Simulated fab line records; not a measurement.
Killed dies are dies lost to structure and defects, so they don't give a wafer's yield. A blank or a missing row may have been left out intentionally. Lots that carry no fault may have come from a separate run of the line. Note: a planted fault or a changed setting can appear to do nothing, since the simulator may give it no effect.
Split-lot trial -- flow n5Finfet -- 39 wafers read from 7 lots, route of 1938 steps

== THE SPLIT ITSELF ==
At N5_ZERO_LAYER_DEVELOP_10 (develop time 60 s), the setting developTimeS was moved away from the recipe's 60 s on 15 of the 39 wafers read, by -52.1% to +49.8%. This setting was run at the recipe's value on the other wafers.

== FROM THE SPLIT ON TO THE READING: in between, the file shows 1 step ==
- N5_ZERO_LAYER_HARDBAKE_23: time 120 s

== THE READING ==
cdNm (nm) at N5_ZERO_LAYER_CD_MEAS_11, where the cd target is 2000 nm. Fault-free wafers of this fab line usually give 2000.1 nm, standard deviation 1.7 nm.

wafer,"tool, chamber at the split","developTimeS as run, s",against the recipe,"cdNm, nm",against lot-mates on the recipe
L075.1,"lithoTrack-03, 0",60,recipe,1999.6,-
L075.2,"lithoTrack-03, 0",60,recipe,1999.5,-
L075.3,"lithoTrack-03, 0",60,recipe,1999.8,-
L075.4,"lithoTrack-03, 0",60,recipe,2001.4,-
L075.5,"lithoTrack-03, 0",60,recipe,1999.8,-
L075.6,"lithoTrack-03, 0",60,recipe,2002.2,-
L076.1,"lithoTrack-01, 0",60,recipe,1999.8,-
L076.2,"lithoTrack-01, 0",60,recipe,1998.9,-
L076.6,"lithoTrack-01, 0",60,recipe,1997.6,-
L078.1,"lithoTrack-03, 0",28.71,-52.1%,1983.4,-16.1
L078.2,"lithoTrack-03, 0",28.71,-52.1%,1984.6,-14.9
L078.3,"lithoTrack-03, 0",28.71,-52.1%,1984.0,-15.5
L078.4,"lithoTrack-03, 0",60,recipe,1998.2,-
L078.5,"lithoTrack-03, 0",60,recipe,1999.8,-
L078.6,"lithoTrack-03, 0",60,recipe,2000.5,-
L079.1,"lithoTrack-02, 0",47.53,-20.8%,1996.5,-3.2
L079.2,"lithoTrack-02, 0",60,recipe,2000.8,-
L079.3,"lithoTrack-02, 0",47.53,-20.8%,1994.2,-5.5
L079.4,"lithoTrack-02, 0",60,recipe,1999.2,-
L079.5,"lithoTrack-02, 0",60,recipe,1999.0,-
L079.6,"lithoTrack-02, 0",47.53,-20.8%,1994.0,-5.7
L088.1,"lithoTrack-03, 0",89.88,+49.8%,2011.1,+9.7
L088.2,"lithoTrack-03, 0",60,recipe,2002.3,-
L088.3,"lithoTrack-03, 0",60,recipe,2002.2,-
L088.4,"lithoTrack-03, 0",89.88,+49.8%,2010.7,+9.3
L088.5,"lithoTrack-03, 0",89.88,+49.8%,2010.4,+9.0
L088.6,"lithoTrack-03, 0",60,recipe,1999.8,-
L089.1,"lithoTrack-03, 0",81.75,+36.3%,2006.5,+6.8
L089.2,"lithoTrack-03, 0",60,recipe,1997.8,-
L089.3,"lithoTrack-03, 0",81.75,+36.3%,2004.5,+4.8
L089.4,"lithoTrack-03, 0",60,recipe,2001.2,-
L089.5,"lithoTrack-03, 0",81.75,+36.3%,2007.0,+7.3
L089.6,"lithoTrack-03, 0",60,recipe,2000.1,-
L093.1,"lithoTrack-01, 0",60,recipe,1996.8,-
L093.2,"lithoTrack-01, 0",70.99,+18.3%,2004.1,+4.5
L093.3,"lithoTrack-01, 0",70.99,+18.3%,2002.1,+2.5
L093.4,"lithoTrack-01, 0",60,recipe,2000.7,-
L093.5,"lithoTrack-01, 0",70.99,+18.3%,2001.7,+2.1
L093.6,"lithoTrack-01, 0",60,recipe,2001.3,-

FIT RESULTS
A straight line over all 39 wafers: cdNm changes by +0.242 nm for each +1% of developTimeS; r = +0.96; the points scatter about the line by 1.7 nm.
The same after taking each lot's own level away (the mean of its wafers on the recipe; 39 wafers): +0.23 nm for each +1%; r = +0.96; scatter 1.6 nm.
According to that fit, moving developTimeS by its largest amount changes the reading by 12 nm.
Measured against the standard deviation above, the lots' own levels, which go from 1998.77 to 2001.43 nm, span 1.6 times it.
Hence the lot-to-lot level has little effect on the slope; both slopes agree.
Check: with one of the wafers moved furthest among these (-52.1%) left out of the fit, the line predicts -12 nm for it against its lot-mates. Against them it came out at -16.1 nm.

== THE WHOLE CHAIN: every reading that the file lists as answering this split, in the file's order ==
step,what it does,reading,change (the file's fit),r (the file's)
N5_ZERO_LAYER_CD_MEAS_11,target cd 2000 nm,cdNm,+0.227 nm for each +1% of the setting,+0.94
N5_ZERO_LAYER_DESCUM_16,"chemistry O2, time 7.9 s","ZERO_LAYER.cdNm (the simulator's own value, which no gauge read)",+0.228 nm for each +1% of the setting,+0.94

== FILE'S OWN FIT ==
cdNm changes by +0.227 nm for each +1% of developTimeS, r = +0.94.
